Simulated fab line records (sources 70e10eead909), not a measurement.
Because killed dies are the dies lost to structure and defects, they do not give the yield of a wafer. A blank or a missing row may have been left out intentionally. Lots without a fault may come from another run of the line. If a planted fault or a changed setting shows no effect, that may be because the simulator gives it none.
Which tool was responsible? / flow nandHarc / 36 wafers from 12 lots sampled at 3 of the route's 1159 steps

WHAT EACH GAUGE READ, for each wafer
NHARC_P_CONTACT_INSPECT_27.
lot=L074; measured=day 6 04:05; on=defectInspect-01; rawDefectCount=220 186 259
lot=L076; measured=day 6 12:10; on=defectInspect-01; rawDefectCount=161 188 140
lot=L079; measured=day 6 18:45; on=defectInspect-02; rawDefectCount=324 286 472
lot=L081; measured=day 7 16:59; on=defectInspect-01; rawDefectCount=290 180 204
lot=L083; measured=day 8 01:43; on=defectInspect-01; rawDefectCount=444 324 393
lot=L086; measured=day 8 21:51; on=defectInspect-01; rawDefectCount=400 250 333
lot=L089; measured=day 9 00:38; on=defectInspect-01; rawDefectCount=291 220 305
lot=L087; measured=day 9 03:22; on=defectInspect-01; rawDefectCount=130 147 249
lot=L091; measured=day 10 01:34; on=defectInspect-01; rawDefectCount=210 226 317
lot=L094; measured=day 10 13:56; on=defectInspect-01; rawDefectCount=215 262 275
lot=L095; measured=day 10 23:07; on=defectInspect-01; rawDefectCount=337 260 349
lot=L097; measured=day 11 12:26; on=defectInspect-01; rawDefectCount=204 375 370

TOOL THAT RAN EACH LOT (tool first, then ch and the chambers of the sampled wafers, then the start)
lot=L074; NHARC_P_GATE_HM_OPEN_105=rieDiel-03 ch 1,2,3, day 5 18:21 or earlier; NHARC_P_CONTACT_DEGAS_38=pvdSputter-01, day 5 18:21
lot=L076; NHARC_P_GATE_HM_OPEN_105=rieDiel-03 ch 0,1,3, day 6 06:26 or earlier; NHARC_P_CONTACT_DEGAS_38=pvdSputter-01, day 6 06:26
lot=L079; NHARC_P_GATE_HM_OPEN_105=rieDiel-03 ch 1,2, day 6 17:13 or earlier; NHARC_P_CONTACT_DEGAS_38=pvdSputter-02, day 6 17:13
lot=L081; NHARC_P_GATE_HM_OPEN_105=rieDiel-13 ch 0,1,2, day 7 12:29 or earlier; NHARC_P_CONTACT_DEGAS_38=pvdSputter-01, day 7 12:29
lot=L083; NHARC_P_GATE_HM_OPEN_105=rieDiel-13 ch 0,2,3, day 7 19:58 or earlier; NHARC_P_CONTACT_DEGAS_38=pvdSputter-03, day 7 19:58
lot=L086; NHARC_P_GATE_HM_OPEN_105=rieDiel-13 ch 0,2,3, day 8 18:49 or earlier; NHARC_P_CONTACT_DEGAS_38=pvdSputter-01, day 8 18:49
lot=L089; NHARC_P_GATE_HM_OPEN_105=rieDiel-13 ch 2,3, day 8 23:09 or earlier; NHARC_P_CONTACT_DEGAS_38=pvdSputter-02, day 8 23:09
lot=L087; NHARC_P_GATE_HM_OPEN_105=rieDiel-03 ch 0,3, day 9 01:52 or earlier; NHARC_P_CONTACT_DEGAS_38=pvdSputter-02, day 9 01:52
lot=L091; NHARC_P_GATE_HM_OPEN_105=rieDiel-13 ch 1,2,3, day 9 20:50 or earlier; NHARC_P_CONTACT_DEGAS_38=pvdSputter-02, day 9 20:50
lot=L094; NHARC_P_GATE_HM_OPEN_105=rieDiel-13 ch 0,2,3, day 10 12:26 or earlier; NHARC_P_CONTACT_DEGAS_38=pvdSputter-03, day 10 12:26
lot=L095; NHARC_P_GATE_HM_OPEN_105=rieDiel-13 ch 0,1,3, day 10 21:36 or earlier; NHARC_P_CONTACT_DEGAS_38=pvdSputter-01, day 10 21:36
lot=L097; NHARC_P_GATE_HM_OPEN_105=rieDiel-05 ch 0,3, day 11 10:57 or earlier; NHARC_P_CONTACT_DEGAS_38=pvdSputter-03, day 11 10:57
- NHARC_P_GATE_HM_OPEN_105: chemistry O2/COS, target depth 360 nm.
- NHARC_P_CONTACT_DEGAS_38: time 60 s.

THE ANSWER, worked out from the rows above alone
Rule: usual is defined by the lots themselves. The widest of any qualifying gaps counts: lots, ordered by their means at a reading, are off when they make up no more than a third of the lots, leave a main group of 4 or more, and stand apart from it by 3 or more times the standard deviation of that group's means. Not used: any main group whose means are identical at the precision the tables above print for the reading. A lot without any number at a reading at which 4 lots or more have one is off too. Where the step has rows for the other lots, those lots are counted as sound.
None of the lots is off at any reading shown; this tells nothing.

WHAT WAS PUT IN BY THE SIMULATOR
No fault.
